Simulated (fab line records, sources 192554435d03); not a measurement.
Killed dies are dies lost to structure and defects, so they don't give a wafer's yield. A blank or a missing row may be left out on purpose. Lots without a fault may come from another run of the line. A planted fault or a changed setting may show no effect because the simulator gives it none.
fab line records | flow n5_finfet
record lots=24 wafers=72 last_day=18
route steps=1938 shown BEOL_M8@1366 BEOL_M9@1415
lots that met no fault: from a run of the same line without faults
start_h: hours from the record's first day to the start of the lot's first wafer shown | wait_h: hours since the lot's step before | " the same as in the row above | L1.1+2: a row that stands for several wafers | - no value, or no start given | * or withheld: withheld | < > ~ a bound
route shown NAME@n: a module of which the file shows steps, and the number in the route of the first | usual: mean/standard deviation of fault-free wafers | same: alike in all rows | chamber/n: place in a boat | sites: the reading at each site | _std_site: their standard deviation | _edge_site: outer sites' mean less inner sites' | radius_mm: how far each site lies from the wafer's centre | mask NAME#n: copy n | behind: the tool/chamber that last shaped the wafer | hold: why the lot was held/for how many hours/how that ended | device: the transistor (n, p or np) that didn't switch | end of line: the same wafers' tests at the end of the route | a step without rows: its recipe alone | killed: dies lost to structure and defects at the first sort, not the wafer's yield | map: a wafer's dies, x killed, . not, _ none there
set.NAME: the setting as run; set.NAME@STEP: as run at that earlier step | model.NAME: the simulator's own value behind a step, which no gauge read
steps of the route over a sample of lots; a table a step, a row a wafer
services: from which hour (start_h, from the record's first day; less than 0 if before it) a tool's chamber was out of use, for how many hours, and why
## steps
# step N5_BEOL_M8_OVL_MEAS_29
# recipe points_per_wafer=522
# usual V7_OVL=0.2/0.65
# same points_per_wafer=522
# columns lot.wafer tool chamber start_h wait_h V7_OVL[nm]
L075.3 overlay-01 0 197.27 0.0 0.0
L075.4 " 0 " " 0.5
L075.6 " 0 " " 0.7
L077.1 overlay-02 0 212.77 0.0 -1.0
L077.2 " 0 " " -0.6
L077.3 " 0 " " -0.2
L074.2 overlay-01 0 212.92 0.0 -0.4
L074.5 " 0 " " 0.1
L074.6 " 0 " " -0.5
L076.1 overlay-02 0 213.18 0.0 -0.2
L076.3 " 0 " " -0.4
L076.5 " 0 " " -0.7
L079.3 overlay-01 0 227.19 0.0 -0.9
L079.5 " 0 " " 0.0
L079.6 " 0 " " -0.4
L078.1 overlay-01 0 227.68 0.0 0.3
L078.5 " 0 " " 1.0
L078.6 " 0 " " 0.5
L080.3 overlay-01 0 233.46 0.0 0.0
L080.4 " 0 " " 0.2
L080.6 " 0 " " 0.5
L081.3 overlay-01 0 238.73 0.0 1.1
L081.4 " 0 " " 0.3
L081.5 " 0 " " 0.3
L082.2 overlay-01 0 240.46 0.0 0.2
L082.3 " 0 " " 0.6
L082.6 " 0 " " 1.1
L083.2 overlay-02 0 244.80 0.0 0.3
L083.5 " 0 " " -0.1
L083.6 " 0 " " 0.8
L084.1 overlay-02 0 260.25 0.0 1.1
L084.3 " 0 " " 0.0
L084.5 " 0 " " 0.4
L085.1 overlay-01 0 267.09 0.0 0.3
L085.3 " 0 " " 0.1
L085.4 " 0 " " 0.3
L086.2 overlay-02 0 274.94 0.0 0.3
L086.4 " 0 " " 0.4
L086.5 " 0 " " -0.3
L087.1 overlay-02 0 293.74 0.0 0.3
L087.4 " 0 " " 1.1
L087.5 " 0 " " 0.5
L089.1 overlay-01 0 296.89 0.0 0.3
L089.4 " 0 " " 0.4
L089.6 " 0 " " 0.6
L088.2 overlay-02 0 299.42 0.0 -0.5
L088.5 " 0 " " -0.5
L088.6 " 0 " " -0.4
L090.2 overlay-01 0 306.68 0.0 -0.5
L090.4 " 0 " " -1.1
L090.5 " 0 " " 0.2
L091.2 overlay-01 0 308.69 0.0 0.7
L091.5 " 0 " " 0.5
L091.6 " 0 " " 0.7
L093.1 overlay-01 0 318.97 0.0 0.4
L093.2 " 0 " " 0.8
L093.6 " 0 " " 0.2
L094.1 overlay-02 0 322.85 0.0 -0.2
L094.4 " 0 " " 0.8
L094.5 " 0 " " -0.9
L092.4 overlay-01 0 323.04 0.0 0.5
L092.5 " 0 " " -0.1
L092.6 " 0 " " 0.0
L095.1 overlay-01 0 330.46 0.0 -0.6
L095.3 " 0 " " -0.8
L095.4 " 0 " " 0.6
L096.3 overlay-02 0 337.92 0.0 0.5
L096.4 " 0 " " 0.8
L096.6 " 0 " " 1.0
L097.2 overlay-02 0 340.91 0.0 -1.0
L097.3 " 0 " " -0.6
L097.5 " 0 " " -1.2
# step N5_BEOL_M8_CD_MEAS_35
# recipe target_cd_nm=40 polarity=opening
# usual cd_nm=40.1/0.54
# columns lot.wafer tool chamber start_h wait_h cd_nm
L075.3 cd_sem-03 - 198.22 0.0 39.4
L075.4 " - " " 40.5
L075.6 " - " " 40.5
L077.1 cd_sem-03 - 213.79 0.0 40.0
L077.2 " - " " 40.3
L077.3 " - " " 39.9
L074.2 cd_sem-02 - 214.80 0.0 39.4
L074.5 " - " " 39.2
L074.6 " - " " 40.7
L076.1 cd_sem-02 - 215.11 0.0 40.0
L076.3 " - " " 40.1
L076.5 " - " " 40.0
L079.3 cd_sem-02 - 227.87 0.0 40.0
L079.5 " - " " 39.5
L079.6 " - " " 40.0
L078.1 cd_sem-02 - 228.36 0.0 40.3
L078.5 " - " " 40.9
L078.6 " - " " 40.6
L080.3 cd_sem-03 - 234.13 0.0 40.3
L080.4 " - " " 39.3
L080.6 " - " " 39.7
L081.3 cd_sem-02 - 239.45 0.0 38.9
L081.4 " - " " 39.9
L081.5 " - " " 39.1
L082.2 cd_sem-02 - 241.13 0.0 39.9
L082.3 " - " " 39.7
L082.6 " - " " 39.8
L083.2 cd_sem-01 - 245.48 0.0 40.3
L083.5 " - " " 39.8
L083.6 " - " " 40.6
L084.1 cd_sem-01 - 260.97 0.0 39.7
L084.3 " - " " 40.2
L084.5 " - " " 40.1
L085.1 cd_sem-03 - 267.77 0.0 39.9
L085.3 " - " " 40.0
L085.4 " - " " 40.2
L086.2 cd_sem-01 - 275.61 0.0 39.6
L086.4 " - " " 38.5
L086.5 " - " " 38.3
L087.1 cd_sem-02 - 294.44 0.0 40.4
L087.4 " - " " 40.2
L087.5 " - " " 41.2
L089.1 cd_sem-03 - 297.56 0.0 40.0
L089.4 " - " " 39.8
L089.6 " - " " 40.1
L088.2 cd_sem-01 - 300.09 0.0 40.2
L088.5 " - " " 40.4
L088.6 " - " " 41.0
L090.2 cd_sem-03 - 307.35 0.0 40.7
L090.4 " - " " 40.5
L090.5 " - " " 40.4
L091.2 cd_sem-03 - 309.36 0.0 40.5
L091.5 " - " " 40.6
L091.6 " - " " 39.6
L093.1 cd_sem-02 - 319.64 0.0 40.0
L093.2 " - " " 39.8
L093.6 " - " " 40.1
L094.1 cd_sem-01 - 323.52 0.0 39.5
L094.4 " - " " 40.3
L094.5 " - " " 39.8
L092.4 cd_sem-02 - 323.93 0.0 39.6
L092.5 " - " " 40.0
L092.6 " - " " 39.0
L095.1 cd_sem-01 - 331.14 0.0 39.5
L095.3 " - " " 40.4
L095.4 " - " " 41.2
L096.3 cd_sem-02 - 338.73 0.0 40.0
L096.4 " - " " 40.1
L096.6 " - " " 40.9
L097.2 cd_sem-03 - 342.04 0.0 39.9
L097.3 " - " " 40.5
L097.5 " - " " 40.0
# step N5_BEOL_M8_DEP_56
# recipe material=SiCN target_thk_a=100 temp_c=withheld precursor=3MS/NH3 pressure_torr=3 rf_w=202 time_s=17.5
# usual rf_fwd_power_W=199.6/0.94 showerhead_plenum_p_Torr=3.660/0.015 throttle_valve_pct=9.0/0.31
# columns lot.wafer tool chamber start_h wait_h rf_fwd_power_W showerhead_plenum_p_Torr throttle_valve_pct
L075.3 pecvd-02 2 200.66 0.0 200.1 3.668 8.6
L075.4 " 1 " " 197.9 3.644 8.9
L075.6 " 0 " " 199.4 3.671 8.6
L077.1 pecvd-02 2 216.19 0.0 199.9 3.669 8.5
L077.2 " 1 " " 198.3 3.637 9.2
L077.3 " 0 " " 198.7 3.667 8.9
L074.2 pecvd-04 2 216.93 0.0 199.9 3.669 9.1
L074.5 " 2 " " 200.2 3.683 9.2
L074.6 " 1 " " 199.7 3.649 9.0
L076.1 pecvd-02 0 217.42 0.0 199.6 3.664 8.4
L076.3 " 1 " " 198.8 3.647 9.0
L076.5 " 0 " " 200.4 3.662 8.8
L079.3 pecvd-01 0 230.22 0.0 199.0 3.665 9.0
L079.5 " 1 " " 199.8 3.662 9.4
L079.6 " 0 " " 199.3 3.664 9.1
L078.1 pecvd-02 0 230.63 0.0 199.6 3.655 8.5
L078.5 " 2 " " 199.1 3.667 8.7
L078.6 " 1 " " 198.2 3.636 9.3
L080.3 pecvd-01 2 237.21 0.0 201.1 3.678 8.9
L080.4 " 0 " " 199.2 3.666 8.9
L080.6 " 1 " " 200.5 3.670 9.4
L081.3 pecvd-02 2 242.33 0.0 199.0 3.673 8.5
L081.4 " 1 " " 198.3 3.633 8.5
L081.5 " 0 " " 199.2 3.668 8.6
L082.2 pecvd-04 2 243.38 0.0 199.9 3.686 9.3
L082.3 " 0 " " 200.0 3.641 8.6
L082.6 " 1 " " 199.9 3.648 9.5
L083.2 pecvd-04 0 247.91 0.0 201.1 3.640 8.7
L083.5 " 2 " " 199.5 3.684 9.3
L083.6 " 1 " " 199.3 3.644 8.9
L084.1 pecvd-02 0 263.66 0.0 200.7 3.646 8.7
L084.3 " 0 " " 200.2 3.664 8.8
L084.5 " 2 " " 198.8 3.661 8.8
L085.1 pecvd-04 2 270.42 0.0 200.1 3.690 9.4
L085.3 " 0 " " 200.9 3.644 8.8
L085.4 " 0 " " 201.3 3.642 9.0
L086.2 pecvd-01 1 278.66 0.0 201.0 3.670 9.6
L086.4 " 2 " " 199.9 3.667 8.6
L086.5 " 1 " " 200.5 3.666 9.6
L087.1 pecvd-02 0 296.32 0.0 200.1 3.657 8.8
L087.4 " 2 " " 198.4 3.667 8.7
L087.5 " 1 " " 197.7 3.640 8.9
L089.1 pecvd-04 2 300.27 0.0 200.9 3.686 9.2
L089.4 " 2 " " 200.4 3.686 9.2
L089.6 " 0 " " 200.3 3.624 8.8
L088.2 pecvd-01 1 302.40 0.0 200.5 3.674 9.5
L088.5 " 1 " " 201.2 3.651 9.8
L088.6 " 0 " " 198.9 3.660 8.8
L090.2 pecvd-01 2 310.34 0.0 200.3 3.684 8.8
L090.4 " 0 " " 198.9 3.668 9.0
L090.5 " 1 " " 199.9 3.655 9.4
L091.2 pecvd-04 0 312.49 0.0 200.8 3.636 8.7
L091.5 " 1 " " 199.9 3.648 9.3
L091.6 " 2 " " 200.9 3.683 9.1
L093.1 pecvd-02 0 321.94 0.0 199.8 3.668 8.6
L093.2 " 2 " " 199.8 3.667 8.9
L093.6 " 0 " " 199.2 3.666 8.5
L094.1 pecvd-01 1 326.46 0.0 200.2 3.664 9.5
L094.4 " 0 " " 198.9 3.669 8.8
L094.5 " 2 " " 201.1 3.671 8.8
L092.4 pecvd-01 1 327.07 0.0 199.8 3.668 9.5
L092.5 " 2 " " 200.6 3.671 8.6
L092.6 " 0 " " 198.8 3.660 8.7
L095.1 pecvd-02 0 333.48 0.0 199.1 3.670 8.7
L095.3 " 2 " " 198.3 3.663 9.0
L095.4 " 2 " " 198.5 3.667 8.8
L096.3 pecvd-01 1 342.23 0.0 200.4 3.659 9.6
L096.4 " 0 " " 198.0 3.652 8.9
L096.6 " 1 " " 199.5 3.662 9.5
L097.2 pecvd-02 2 345.97 0.0 200.0 3.671 8.6
L097.3 " 0 " " 199.2 3.657 8.5
L097.5 " 1 " " 198.1 3.645 8.9
# step N5_BEOL_M8_RS_MEAS_57
# recipe thk_meas_gauge=four-point-probe reads=Cu_of_BEOL_M8_ECD_50+Co_of_BEOL_M8_CVD_78+TaN_of_BEOL_M8_ALD_77
# usual M8_RS=0.291/0.0099
# columns lot.wafer tool chamber start_h wait_h M8_RS[ohm/sq]
L075.3 film_metro-01 - 200.74 0.1 0.304
L075.4 " - " " 0.302
L075.6 " - " " 0.318
L077.1 film_metro-01 - 216.26 0.1 0.294
L077.2 " - " " 0.291
L077.3 " - " " 0.310
L074.2 film_metro-01 - 217.00 0.1 0.299
L074.5 " - " " 0.306
L074.6 " - " " 0.278
L076.1 film_metro-02 - 217.48 0.1 0.287
L076.3 " - " " 0.278
L076.5 " - " " 0.286
L079.3 film_metro-02 - 230.29 0.1 0.287
L079.5 " - " " 0.302
L079.6 " - " " 0.280
L078.1 film_metro-02 - 230.70 0.1 0.278
L078.5 " - " " 0.301
L078.6 " - " " 0.294
L080.3 film_metro-02 - 237.28 0.1 0.286
L080.4 " - " " 0.275
L080.6 " - " " 0.283
L081.3 film_metro-01 - 242.40 0.1 0.302
L081.4 " - " " 0.300
L081.5 " - " " 0.286
L082.2 film_metro-01 - 243.45 0.1 0.280
L082.3 " - " " 0.279
L082.6 " - " " 0.300
L083.2 film_metro-02 - 247.98 0.1 0.288
L083.5 " - " " 0.280
L083.6 " - " " 0.285
L084.1 film_metro-02 - 263.74 0.1 0.272
L084.3 " - " " 0.298
L084.5 " - " " 0.283
L085.1 film_metro-02 - 270.49 0.1 0.293
L085.3 " - " " 0.296
L085.4 " - " " 0.299
L086.2 film_metro-02 - 278.73 0.1 0.290
L086.4 " - " " 0.292
L086.5 " - " " 0.285
L087.1 film_metro-01 - 296.38 0.1 0.296
L087.4 " - " " 0.295
L087.5 " - " " 0.302
L089.1 film_metro-01 - 300.34 0.1 0.281
L089.4 " - " " 0.301
L089.6 " - " " 0.275
L088.2 film_metro-01 - 302.47 0.1 0.286
L088.5 " - " " 0.309
L088.6 " - " " 0.295
L090.2 film_metro-01 - 310.41 0.1 0.281
L090.4 " - " " 0.278
L090.5 " - " " 0.279
L091.2 film_metro-01 - 312.56 0.1 0.283
L091.5 " - " " 0.288
L091.6 " - " " 0.286
L093.1 film_metro-02 - 322.01 0.1 0.280
L093.2 " - " " 0.274
L093.6 " - " " 0.272
L094.1 film_metro-02 - 326.53 0.1 0.296
L094.4 " - " " 0.294
L094.5 " - " " 0.300
L092.4 film_metro-01 - 327.12 0.0 0.305
L092.5 " - " " 0.300
L092.6 " - " " 0.299
L095.1 film_metro-02 - 333.55 0.1 0.293
L095.3 " - " " 0.298
L095.4 " - " " 0.304
L096.3 film_metro-01 - 342.30 0.1 0.285
L096.4 " - " " 0.301
L096.6 " - " " 0.288
L097.2 film_metro-01 - 346.04 0.1 0.284
L097.3 " - " " 0.276
L097.5 " - " " 0.281
# step N5_BEOL_M9_OVL_MEAS_12
# recipe points_per_wafer=44
# usual M9_OVL=0.1/0.74
# same points_per_wafer=44
# columns lot.wafer tool chamber start_h wait_h M9_OVL[nm]
L075.3 overlay-01 0 202.12 0.0 -0.3
L075.4 " 0 " " 0.6
L075.6 " 0 " " 0.6
L077.1 overlay-02 0 217.53 0.0 0.4
L077.2 " 0 " " 0.4
L077.3 " 0 " " 0.2
L074.2 overlay-02 0 219.80 0.0 0.3
L074.5 " 0 " " 0.4
L074.6 " 0 " " 0.0
L076.1 overlay-01 0 220.31 0.0 -0.3
L076.3 " 0 " " -0.2
L076.5 " 0 " " -0.2
L079.3 overlay-02 0 231.57 0.0 1.1
L079.5 " 0 " " 0.1
L079.6 " 0 " " -0.3
L078.1 overlay-02 0 232.60 0.0 0.3
L078.5 " 0 " " 0.5
L078.6 " 0 " " 0.2
L080.3 overlay-02 0 239.35 0.0 1.7
L080.4 " 0 " " 0.3
L080.6 " 0 " " 0.4
L081.3 overlay-02 0 244.56 0.0 -0.2
L081.4 " 0 " " -0.5
L081.5 " 0 " " 0.0
L082.2 overlay-02 0 245.65 0.0 -1.2
L082.3 " 0 " " 0.0
L082.6 " 0 " " -1.4
L083.2 overlay-02 0 249.95 0.0 0.2
L083.5 " 0 " " 1.2
L083.6 " 0 " " 0.3
L084.1 overlay-02 0 265.91 0.0 -0.1
L084.3 " 0 " " -0.8
L084.5 " 0 " " -0.7
L085.1 overlay-02 0 273.13 0.0 0.7
L085.3 " 0 " " 0.0
L085.4 " 0 " " 0.1
L086.2 overlay-02 0 281.26 0.0 0.7
L086.4 " 0 " " 1.0
L086.5 " 0 " " 1.3
L087.1 overlay-02 0 298.61 0.0 0.3
L087.4 " 0 " " 0.4
L087.5 " 0 " " 0.7
L089.1 overlay-02 0 302.92 0.0 0.0
L089.4 " 0 " " 0.4
L089.6 " 0 " " -0.2
L088.2 overlay-01 0 304.43 0.0 -0.8
L088.5 " 0 " " 0.4
L088.6 " 0 " " -0.7
L090.2 overlay-01 0 311.86 0.0 -1.2
L090.4 " 0 " " -1.7
L090.5 " 0 " " 0.0
L091.2 overlay-01 0 315.59 0.0 1.6
L091.5 " 0 " " 0.5
L091.6 " 0 " " -0.1
L093.1 overlay-01 0 323.90 0.0 1.1
L093.2 " 0 " " 0.6
L093.6 " 0 " " 0.2
L094.1 overlay-02 0 329.27 0.0 0.1
L094.4 " 0 " " 0.1
L094.5 " 0 " " 0.4
L092.4 overlay-02 0 329.68 0.0 -0.1
L092.5 " 0 " " -0.1
L092.6 " 0 " " 0.0
L095.1 overlay-01 0 336.31 0.0 0.5
L095.3 " 0 " " -0.1
L095.4 " 0 " " -0.4
L096.3 overlay-02 0 345.73 0.0 -1.6
L096.4 " 0 " " -0.8
L096.6 " 0 " " -0.8
L097.2 overlay-01 0 347.94 0.0 -1.1
L097.3 " 0 " " 1.3
L097.5 " 0 " " 0.2
# step N5_BEOL_M9_INSPECT_30
# recipe mode=adi inspect_instrument=brightfield
# usual raw_defect_count=382/89
# columns lot.wafer tool chamber start_h wait_h raw_defect_count
L075.3 defect_inspect-01 - 203.16 0.0 301
L075.4 " - " " 376
L075.6 " - " " 251
L077.1 defect_inspect-02 - 219.90 0.1 424
L077.2 " - " " 422
L077.3 " - " " 406
L074.2 defect_inspect-02 - 221.17 0.0 478
L074.5 " - " " 480
L074.6 " - " " 450
L076.1 defect_inspect-01 - 222.03 0.1 437
L076.3 " - " " 254
L076.5 " - " " 352
L079.3 defect_inspect-01 - 232.89 0.0 337
L079.5 " - " " 310
L079.6 " - " " 391
L078.1 defect_inspect-01 - 234.55 0.1 341
L078.5 " - " " 352
L078.6 " - " " 297
L080.3 defect_inspect-02 - 240.75 0.0 404
L080.4 " - " " 448
L080.6 " - " " 389
L081.3 defect_inspect-01 - 245.59 0.0 405
L081.4 " - " " 363
L081.5 " - " " 407
L082.2 defect_inspect-01 - 247.24 0.0 250
L082.3 " - " " 339
L082.6 " - " " 447
L083.2 defect_inspect-02 - 251.31 0.0 251
L083.5 " - " " 374
L083.6 " - " " 294
L084.1 defect_inspect-01 - 267.25 0.1 341
L084.3 " - " " 387
L084.5 " - " " 301
L085.1 defect_inspect-01 - 276.86 0.1 309
L085.3 " - " " 224
L085.4 " - " " 359
L086.2 defect_inspect-01 - 283.89 0.0 333
L086.4 " - " " 348
L086.5 " - " " 392
L087.1 defect_inspect-02 - 299.66 0.1 571
L087.4 " - " " 558
L087.5 " - " " 481
L089.1 defect_inspect-02 - 306.64 0.1 294
L089.4 " - " " 404
L089.6 " - " " 328
L088.2 defect_inspect-01 - 306.69 0.0 593
L088.5 " - " " 367
L088.6 " - " " 371
L090.2 defect_inspect-01 - 314.31 0.0 298
L090.4 " - " " 333
L090.5 " - " " 414
L091.2 defect_inspect-01 - 316.51 0.0 331
L091.5 " - " " 334
L091.6 " - " " 476
L093.1 defect_inspect-01 - 324.89 0.1 356
L093.2 " - " " 284
L093.6 " - " " 325
L094.1 defect_inspect-01 - 330.73 0.1 516
L094.4 " - " " 451
L094.5 " - " " 428
L092.4 defect_inspect-01 - 331.06 0.0 354
L092.5 " - " " 298
L092.6 " - " " 299
L095.1 defect_inspect-02 - 337.52 0.1 405
L095.3 " - " " 487
L095.4 " - " " 399
L096.3 defect_inspect-01 - 346.98 0.0 546
L096.4 " - " " 763
L096.6 " - " " 454
L097.2 defect_inspect-01 - 350.96 0.0 346
L097.3 " - " " 402
L097.5 " - " " 448
## services
# columns tool chamber start_h hours kind
pecvd-01 2 202.38 - clean
pecvd-01 2 202.38 - consumable_replace:showerhead
pecvd-01 2 202.38 29.0 scheduled_down
pecvd-01 2 202.38 29.0 vent_cycle
pecvd-02 0 206.64 4.7 repair
pecvd-01 - 241.79 14.6 pm
pecvd-02 1 248.81 16.5 scheduled_down
pecvd-04 - 254.23 6.0 pm
pecvd-01 1 279.98 6.5 repair
pecvd-01 0 287.45 3.9 repair
pecvd-02 - 290.07 1.3 repair
pecvd-04 - 315.53 0.6 repair
pecvd-01 1 343.01 16.8 repair
## key
fault none
